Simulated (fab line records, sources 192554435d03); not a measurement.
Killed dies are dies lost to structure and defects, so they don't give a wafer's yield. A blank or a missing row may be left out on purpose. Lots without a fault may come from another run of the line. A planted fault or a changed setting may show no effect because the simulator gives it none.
fab line records | flow n5_finfet
record lots=6 wafers=17 last_day=18
route steps=1938 shown MIM_BOT@1832 MIM_TOP@1834 MIM_TOP_LITHO@1839 PASSIVATION@1936
lots that met no fault: from a run of the same line without faults
start_h: hours from the record's first day to the start of the lot's first wafer shown | wait_h: hours since the lot's step before | " the same as in the row above | L1.1+2: a row that stands for several wafers | - no value, or no start given | * or withheld: withheld | < > ~ a bound
route shown NAME@n: a module of which the file shows steps, and the number in the route of the first | usual: mean/standard deviation of fault-free wafers | same: alike in all rows | chamber/n: place in a boat | sites: the reading at each site | _std_site: their standard deviation | _edge_site: outer sites' mean less inner sites' | radius_mm: how far each site lies from the wafer's centre | mask NAME#n: copy n | behind: the tool/chamber that last shaped the wafer | hold: why the lot was held/for how many hours/how that ended | device: the transistor (n, p or np) that didn't switch | end of line: the same wafers' tests at the end of the route | a step without rows: its recipe alone | killed: dies lost to structure and defects at the first sort, not the wafer's yield | map: a wafer's dies, x killed, . not, _ none there
set.NAME: the setting as run; set.NAME@STEP: as run at that earlier step | model.NAME: the simulator's own value behind a step, which no gauge read
lots at some steps of the route; a table a step, a row a wafer
services: from which hour (start_h, from the record's first day; less than 0 if before it) a tool's chamber was out of use, for how many hours, and why
## steps
# step N5_MIM_BOT_DEGAS_01
# recipe ambient=vacuum temp_c=300 time_s=60
# step N5_MIM_BOT_SPUTTER_00
# recipe material=TiN target_thk_a=350 temp_c=200 power_w=3000 chamber_pressure_pa=0.49996 gas=Ar reactive_partial_pa=0.37997 time_s=89.7
# usual throttle_valve_pct=30.4/0.59
# columns lot.wafer tool chamber start_h wait_h throttle_valve_pct
L543.1 pvd_sputter-02 - 310.88 0.0 29.5
L543.4 " - " " 29.9
L543.6 " - " " 30.0
L550.2 pvd_sputter-02 - 344.46 0.0 31.0
L550.3 " - " " 30.4
L550.5 " - " " 31.0
L553.2 pvd_sputter-02 - 363.19 0.0 30.3
L553.3 " - " " 30.3
L553.6 " - " " 31.1
L552.2 pvd_sputter-03 - 364.29 0.0 29.5
L552.5 " - " " 30.5
L561.1 pvd_sputter-02 - 411.78 0.0 29.9
L561.3 " - " " 30.9
L561.6 " - " " 30.0
L562.2 pvd_sputter-03 - 429.85 0.0 29.5
L562.4 " - " " 31.1
L562.5 " - " " 30.7
# step N5_MIM_TOP_ALD_00
# recipe material=Al2O3 target_thk_a=* temp_c=withheld ald_precursor_family=TMA ald_co_reactant=O3 pulse_time_s=withheld purge_time_s=3 co_reactant_purge_time_s=withheld co_reactant_pulse_time_s=3 ald_cycles=withheld
# usual precursor_pulse_height_rel=1.004/0.021
# columns lot.wafer tool chamber start_h wait_h precursor_pulse_height_rel
L543.1 ald_hk-02 2 310.98 0.1 0.970
L543.4 " 0 " " 1.021
L543.6 " 3 " " 1.009
L550.2 ald_hk-02 2 344.56 0.1 1.033
L550.3 " 0 " " 1.039
L550.5 " 2 " " 0.953
L553.2 ald_hk-03 3 363.29 0.1 0.984
L553.3 " 2 " " 0.997
L553.6 " 0 " " 1.020
L552.2 ald_hk-02 0 364.39 0.1 1.000
L552.5 " 2 " " 1.004
L561.1 ald_hk-03 1 411.90 0.1 0.991
L561.3 " 3 " " 1.025
L561.6 " 0 " " 1.009
L562.2 ald_hk-03 1 429.95 0.1 0.992
L562.4 " 3 " " 1.007
L562.5 " 0 " " 0.980
# step N5_MIM_TOP_ALD_01
# recipe material=HfO2 target_thk_a=56 temp_c=withheld ald_precursor_family=Hf-amide ald_co_reactant=O3 pulse_time_s=1 purge_time_s=3 co_reactant_purge_time_s=2 co_reactant_pulse_time_s=3 ald_cycles=62
# usual precursor_pulse_height_rel=0.999/0.021
# same purge_time_s=3
# columns lot.wafer tool chamber start_h wait_h precursor_pulse_height_rel
L543.1 ald_hk-02 2 - - 1.012
L543.4 " 0 " " 1.027
L543.6 " 3 " " 0.980
L550.2 ald_hk-02 2 - - 1.020
L550.3 " 0 " " 0.998
L550.5 " 2 " " 1.021
L553.2 ald_hk-03 3 - - 1.018
L553.3 " 2 " " 0.981
L553.6 " 0 " " 1.012
L552.2 ald_hk-02 0 - - 0.962
L552.5 " 2 " " 0.994
L561.1 ald_hk-03 1 - - 1.036
L561.3 " 3 " " 1.002
L561.6 " 0 " " 0.991
L562.2 ald_hk-03 1 - - 0.990
L562.4 " 3 " " 1.010
L562.5 " 0 " " 1.009
# step N5_MIM_TOP_ALD_02
# recipe material=Al2O3 target_thk_a=* temp_c=withheld ald_precursor_family=TMA ald_co_reactant=O3 pulse_time_s=withheld purge_time_s=3 co_reactant_purge_time_s=withheld co_reactant_pulse_time_s=3 ald_cycles=withheld
# step N5_MIM_TOP_DEGAS_04
# recipe ambient=vacuum temp_c=300 time_s=60
# usual heater_power_w=468/26
# columns lot.wafer tool chamber start_h wait_h heater_power_w
L543.1 pvd_sputter-03 - 311.56 - 471
L543.4 " - " " 451
L543.6 " - " " 421
L550.2 pvd_sputter-02 - 345.22 - 495
L550.3 " - " " 486
L550.5 " - " " 493
L553.2 pvd_sputter-03 - 364.63 - 453
L553.3 " - " " 468
L553.6 " - " " 426
L552.2 pvd_sputter-01 - 365.26 - 459
L552.5 " - " " 410
L561.1 pvd_sputter-02 - 412.84 - 498
L561.3 " - " " 490
L561.6 " - " " 501
L562.2 pvd_sputter-01 - 430.85 - 475
L562.4 " - " " 462
L562.5 " - " " 460
# step N5_MIM_TOP_SPUTTER_03
# recipe material=TiN target_thk_a=350 temp_c=200 power_w=3000 chamber_pressure_pa=0.49996 gas=Ar reactive_partial_pa=0.37997 time_s=89.7
# usual throttle_valve_pct=30.5/0.66
# columns lot.wafer tool chamber start_h wait_h throttle_valve_pct
L543.1 pvd_sputter-03 - 311.60 0.0 30.2
L543.4 " - " " 29.5
L543.6 " - " " 30.4
L550.2 pvd_sputter-02 - 345.26 0.0 30.1
L550.3 " - " " 30.1
L550.5 " - " " 30.5
L553.2 pvd_sputter-03 - 364.67 0.0 30.3
L553.3 " - " " 29.3
L553.6 " - " " 31.0
L552.2 pvd_sputter-01 - 365.30 0.0 31.7
L552.5 " - " " 31.5
L561.1 pvd_sputter-02 - 412.88 0.0 30.5
L561.3 " - " " 30.7
L561.6 " - " " 30.0
L562.2 pvd_sputter-01 - 430.89 0.0 30.2
L562.4 " - " " 31.8
L562.5 " - " " 31.7
# step N5_MIM_TOP_LITHO_HMDS_01
# recipe time_s=60 temp_c=120
# step N5_MIM_TOP_LITHO_COAT_02
# recipe spin_rpm=* resist_thk_nm=*
# step N5_MIM_TOP_LITHO_EBR_04
# recipe solvent=PGMEA ebr_width_mm=1.5
# step N5_MIM_TOP_LITHO_SOFTBAKE_03
# recipe temp_c=100 time_s=90
# step N5_MIM_TOP_LITHO_EXPOSE_05
# recipe mask_id=MIM_TOP na=0.55 source_shape=conventional sigma_outer=0.8 polarization=unpolarized target_cd_nm=2000 dose_mj=20.5
# step N5_MIM_TOP_LITHO_PEB_06
# recipe peb_temp_c=withheld peb_time_s=*
# usual exhaust_pa=45.1/0.89
# columns lot.wafer tool chamber start_h wait_h exhaust_pa
L543.1 litho_track-02 0 311.87 0.1 45.9
L543.4 " 0 " " 45.1
L543.6 " 0 " " 46.4
L550.2 litho_track-03 0 345.65 0.0 44.4
L550.3 " 0 " " 45.9
L550.5 " 0 " " 45.1
L553.2 litho_track-02 0 364.94 0.0 44.2
L553.3 " 0 " " 45.6
L553.6 " 0 " " 44.3
L552.2 litho_track-02 0 365.57 0.0 43.2
L552.5 " 0 " " 44.5
L561.1 litho_track-03 0 413.28 0.1 44.6
L561.3 " 0 " " 43.4
L561.6 " 0 " " 44.6
L562.2 litho_track-03 0 431.16 0.0 45.7
L562.4 " 0 " " 45.2
L562.5 " 0 " " 45.4
# step N5_MIM_TOP_LITHO_DEVELOP_07
# recipe develop_time_s=60 rinse_liquid=diw dry=air_spin dev_temp_c=21
# step N5_MIM_TOP_LITHO_HARDBAKE_09
# recipe temp_c=130 time_s=120
# step N5_MIM_TOP_LITHO_CD_MEAS_08
# recipe target_cd_nm=2000 landing_energy_ev=500 detector=se_inlens
# usual cd_nm=1999.7/1.2
# columns lot.wafer tool chamber start_h wait_h cd_nm
L543.1 cd_sem-03 0 311.99 - 1999.4
L543.4 " 0 " " 2000.4
L543.6 " 0 " " 2001.6
L550.2 cd_sem-02 0 345.77 - 1998.8
L550.3 " 0 " " 1998.6
L550.5 " 0 " " 1997.3
L553.2 cd_sem-02 0 365.06 - 2005.7
L553.3 " 0 " " 2005.6
L553.6 " 0 " " 2000.0
L552.2 cd_sem-03 0 365.69 - 2004.2
L552.5 " 0 " " 1997.5
L561.1 cd_sem-01 0 413.40 - 1999.2
L561.3 " 0 " " 2000.6
L561.6 " 0 " " 2000.9
L562.2 cd_sem-02 0 431.28 - 1999.1
L562.4 " 0 " " 1998.3
L562.5 " 0 " " 1998.8
# step N5_MIM_TOP_LITHO_OVL_MEAS_11
# recipe points_per_wafer=44
# usual MIM_TOP_OVL=3/5.7
# columns lot.wafer tool chamber start_h wait_h MIM_TOP_OVL[nm]
L543.1 overlay-01 0 312.02 0.0 6
L543.4 " 0 " " 7
L543.6 " 0 " " 8
L550.2 overlay-02 0 345.80 0.0 -5
L550.3 " 0 " " 0
L550.5 " 0 " " 4
L553.2 overlay-01 0 365.09 0.0 5
L553.3 " 0 " " 7
L553.6 " 0 " " 7
L552.2 overlay-01 0 365.72 0.0 -1
L552.5 " 0 " " 3
L561.1 overlay-02 0 413.43 0.0 -6
L561.3 " 0 " " -5
L561.6 " 0 " " -3
L562.2 overlay-01 0 431.31 0.0 7
L562.4 " 0 " " 6
L562.5 " 0 " " -2
# step N5_PASSIVATION_PROBE_49
# usual defect_limited_yield=91.1/1.5 killed_at_M0_to_M3=36/11 killed_at_M4_up=14/5.6 killed_at_contacts=11/5.6 killed_at_front_end=40/12 killed_at_other=4/3.2 killed_dies=105/17 killed_open=69/12 killed_short=34/8.4 sort_bin_5_function=5.2/0.95 sort_bin_6_memory=3.3/0.63 sort_n_pass=1075/17 sort_yield_pct=91.1/1.5
# same gross_dies=1180 killed_at_back_side=0 sort_bin_4_leakage[%]=0 sort_bin_8_speed[%]=0
# columns lot.wafer tool chamber start_h wait_h defect_limited_yield[%] killed_at_M0_to_M3 killed_at_M4_up killed_at_contacts killed_at_front_end killed_at_other killed_dies killed_open killed_short sort_bin_5_function[%] sort_bin_6_memory[%] sort_n_pass sort_yield_pct[%]
L543.1 prober-02 - 324.41 0.0 91.6 21 19 12 39 8 99 57 40 4.8 3.4 1081 91.6
L543.4 prober-02 - 324.56 0.2 92.2 35 12 24 12 9 92 64 25 4.6 2.9 1088 92.2
L543.6 prober-02 - 324.66 0.3 93.8 24 8 10 25 6 73 42 29 3.6 2.2 1107 93.8
L550.2 prober-02 - 357.46 0.1 92.2 31 10 9 41 1 92 53 37 4.0 3.6 1088 92.2
L550.3 prober-02 - 357.51 0.1 89.7 48 11 7 55 1 122 69 43 5.8 3.6 1058 89.7
L550.5 prober-02 - 357.61 0.2 91.4 31 11 13 41 6 102 72 24 4.9 2.9 1078 91.4
L553.2 prober-02 - 376.74 0.1 89.6 30 8 12 70 3 123 72 51 5.5 4.5 1057 89.6
L553.3 prober-02 - 376.79 0.1 89.4 48 9 15 44 9 125 81 43 6.4 4.0 1055 89.4
L553.6 prober-02 - 376.94 0.3 90.0 33 14 10 52 9 118 80 35 6.3 3.5 1062 90.0
L552.2 prober-01 - 383.44 0.1 91.9 40 10 7 31 7 95 66 28 4.9 3.1 1085 91.9
L552.5 prober-01 - 383.59 0.2 91.3 48 8 8 35 4 103 71 31 6.0 2.6 1077 91.3
L561.1 prober-01 - 426.47 0.0 92.6 23 11 13 37 3 87 55 28 3.6 3.1 1093 92.6
L561.3 prober-01 - 426.57 0.1 93.0 33 9 7 31 3 83 52 30 4.1 2.7 1097 93.0
L561.6 prober-01 - 426.72 0.3 92.6 36 9 15 26 1 87 69 17 4.7 2.6 1093 92.6
L562.2 prober-02 - 443.33 0.1 89.9 40 21 23 33 2 119 78 40 6.6 3.3 1061 89.9
L562.4 prober-02 - 443.43 0.2 91.5 45 11 11 29 4 100 75 24 4.8 3.6 1080 91.5
L562.5 prober-02 - 443.48 0.2 92.4 29 19 8 32 2 90 63 27 4.2 3.1 1090 92.4
# killed by level:class
L543.1 MOL_CONTACT_COAG:geometric_particle:open=9 FIN_SAQP:geometric_particle:short=8 STI_FIN_REVEAL:geometric_particle:open=5 DUMMY_GATE:geometric_particle:open=5 BEOL_M1:geometric_particle:open=4 BEOL_M2:geometric_particle:open=4 BEOL_M4:geometric_particle:open=4 BEOL_M5:geometric_particle:open=4
L543.4 MOL_CONTACT_COAG:geometric_particle:open=20 BEOL_M0_SAQP:geometric_particle:open=11 BEOL_M2:geometric_particle:open=7 BEOL_M1:geometric_particle:open=6 STI_FIN_REVEAL:geometric_particle:open=4 MOL_CONTACT_COAG:geometric_particle:short=4 BEOL_M3:geometric_particle:open=4 BEOL_M4:geometric_particle:open=4
L543.6 MOL_CONTACT_COAG:geometric_particle:open=9 BEOL_M2:geometric_particle:open=9 BEOL_M0_SAQP:geometric_particle:short=8 GATE_CUT:geometric_particle:short=6 FIN_SAQP:geometric_particle:short=4 DUMMY_GATE:geometric_particle:open=3 BEOL_M0_SAQP:geometric_particle:open=3 BEOL_M4:geometric_particle:open=3
L550.2 FIN_SAQP:geometric_particle:short=10 FIN_SAQP:geometric_particle:open=10 BEOL_M0_SAQP:geometric_particle:open=8 DUMMY_GATE:geometric_particle:open=6 MOL_CONTACT_COAG:geometric_particle:open=5 BEOL_M0_SAQP:geometric_particle:short=5 BEOL_M1:geometric_particle:open=5 BEOL_M2:geometric_particle:open=5
L550.3 BEOL_M3:geometric_particle:open=16 BEOL_M0_SAQP:geometric_particle:short=11 FIN_SAQP:geometric_particle:short=9 HKMG_FIN:area_etch=9 FIN_SAQP:geometric_particle:open=7 BEOL_M0_SAQP:geometric_particle:open=7 GATE_CUT:geometric_particle:short=6 MOL_CONTACT_COAG:geometric_particle:open=6
L550.5 FIN_SAQP:geometric_particle:open=10 STI_FIN_REVEAL:geometric_particle:open=10 MOL_CONTACT_COAG:geometric_particle:open=10 BEOL_M0_SAQP:geometric_particle:short=8 BEOL_M0_SAQP:geometric_particle:open=8 BEOL_M4:geometric_particle:open=7 BEOL_M1:geometric_particle:open=6 HKMG_FIN:area_etch=5
L553.2 FIN_SAQP:geometric_particle:short=21 STI_FIN_REVEAL:geometric_particle:open=19 MOL_CONTACT_COAG:geometric_particle:open=11 BEOL_M1:geometric_particle:open=7 FIN_SAQP:geometric_particle:open=6 BEOL_M0_SAQP:geometric_particle:short=6 STI_FIN_REVEAL:geometric_particle:short=5 BEOL_M0_SAQP:geometric_particle:open=5
L553.3 MOL_CONTACT_COAG:geometric_particle:open=15 FIN_SAQP:geometric_particle:short=12 BEOL_M1:geometric_particle:open=12 STI_FIN_REVEAL:geometric_particle:open=10 BEOL_M0_SAQP:geometric_particle:open=9 BEOL_M2:geometric_particle:open=7 FIN_SAQP:geometric_particle:open=6 GATE_CUT:geometric_particle:short=5
L553.6 STI_FIN_REVEAL:geometric_particle:open=23 MOL_CONTACT_COAG:geometric_particle:open=9 BEOL_M2:geometric_particle:open=7 FIN_SAQP:geometric_particle:short=6 BEOL_M3:geometric_particle:open=6 MIM_BOT:geometric_particle:short=5 DUMMY_GATE:geometric_particle:open=5 BEOL_M0_SAQP:geometric_particle:short=5
L552.2 BEOL_M1:geometric_particle:open=10 BEOL_M2:geometric_particle:open=9 FIN_SAQP:geometric_particle:short=8 MOL_CONTACT_COAG:geometric_particle:open=7 BEOL_M0:geometric_particle:open=7 STI_FIN_REVEAL:geometric_particle:open=6 FIN_SAQP:geometric_particle:open=5 BEOL_M0_SAQP:geometric_particle:open=3
L552.5 FIN_SAQP:geometric_particle:open=10 BEOL_M3:geometric_particle:open=10 BEOL_M0:geometric_particle:open=8 BEOL_M1:geometric_particle:open=7 MOL_CONTACT_COAG:geometric_particle:open=7 BEOL_M2:geometric_particle:open=7 FIN_SAQP:geometric_particle:short=5 BEOL_M0:geometric_particle:short=4
L561.1 FIN_SAQP:geometric_particle:short=11 MOL_CONTACT_COAG:geometric_particle:open=11 FIN_SAQP:geometric_particle:open=10 BEOL_M2:geometric_particle:open=6 BEOL_M2:geometric_particle:short=4 BEOL_M3:geometric_particle:open=4 BEOL_M4:geometric_particle:open=4 DUMMY_GATE:geometric_particle:open=3
L561.3 FIN_SAQP:geometric_particle:short=6 MOL_CONTACT_COAG:geometric_particle:open=6 STARTING-WAFER:geometric_particle:short=6 BEOL_M3:geometric_particle:open=6 BEOL_M0_SAQP:geometric_particle:short=5 BEOL_M1:geometric_particle:open=5 BEOL_M2:geometric_particle:open=5 BEOL_M0:geometric_particle:open=4
L561.6 MOL_CONTACT_COAG:geometric_particle:open=14 BEOL_M0:geometric_particle:open=10 BEOL_M1:geometric_particle:open=7 BEOL_M2:geometric_particle:open=7 BEOL_M0_SAQP:geometric_particle:open=6 FIN_SAQP:geometric_particle:open=5 GATE_CUT:geometric_particle:short=5 BEOL_M0_SAQP:geometric_particle:short=5
L562.2 BEOL_M2:geometric_particle:open=14 MOL_CONTACT_COAG:geometric_particle:open=13 MOL_CONTACT_COAG:geometric_particle:short=10 BEOL_M4:geometric_particle:open=9 BEOL_M3:geometric_particle:open=8 FIN_SAQP:geometric_particle:open=7 FIN_SAQP:geometric_particle:short=5 GATE_CUT:geometric_particle:short=5
L562.4 BEOL_M2:geometric_particle:open=18 MOL_CONTACT_COAG:geometric_particle:open=10 BEOL_M0_SAQP:geometric_particle:open=9 BEOL_M0_SAQP:geometric_particle:short=7 FIN_SAQP:geometric_particle:short=5 STI_FIN_REVEAL:geometric_particle:open=4 BEOL_M4:geometric_particle:open=4 FIN_SAQP:geometric_particle:open=3
L562.5 BEOL_M4:geometric_particle:open=10 BEOL_M2:geometric_particle:open=9 FIN_SAQP:geometric_particle:open=8 FIN_SAQP:geometric_particle:short=6 MOL_CONTACT_COAG:geometric_particle:open=6 DUMMY_GATE:geometric_particle:open=4 BEOL_M1:geometric_particle:open=4 BEOL_M2:geometric_particle:short=4
## services
# columns tool chamber start_h hours kind
ald_hk-02 - 290.83 1.2 repair
pvd_sputter-02 - 295.39 5.2 repair
pvd_sputter-02 - 366.81 8.6 repair
pvd_sputter-02 - 396.80 1.1 repair
## key
first_sign step=N5_MIM_TOP_LITHO_CD_MEAS_08 reading=cd_nm direction=up sigmas=4.6 usual=1999.7 struck=2005.2
effect none on later readings
met_at N5_MIM_TOP_LITHO_PEB_06
struck_wafers L552.2,L553.2,L553.3
onset_between 311.87 364.94
fault kind=process_parameter_drift tool=litho_track-02 chamber=- onset_h=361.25 steps=N5_MIM_TOP_LITHO_PEB_06 channel=peb_time_s offset=* shape=step end_h=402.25 scope=struck_wafers_only acts_in=* stated=*
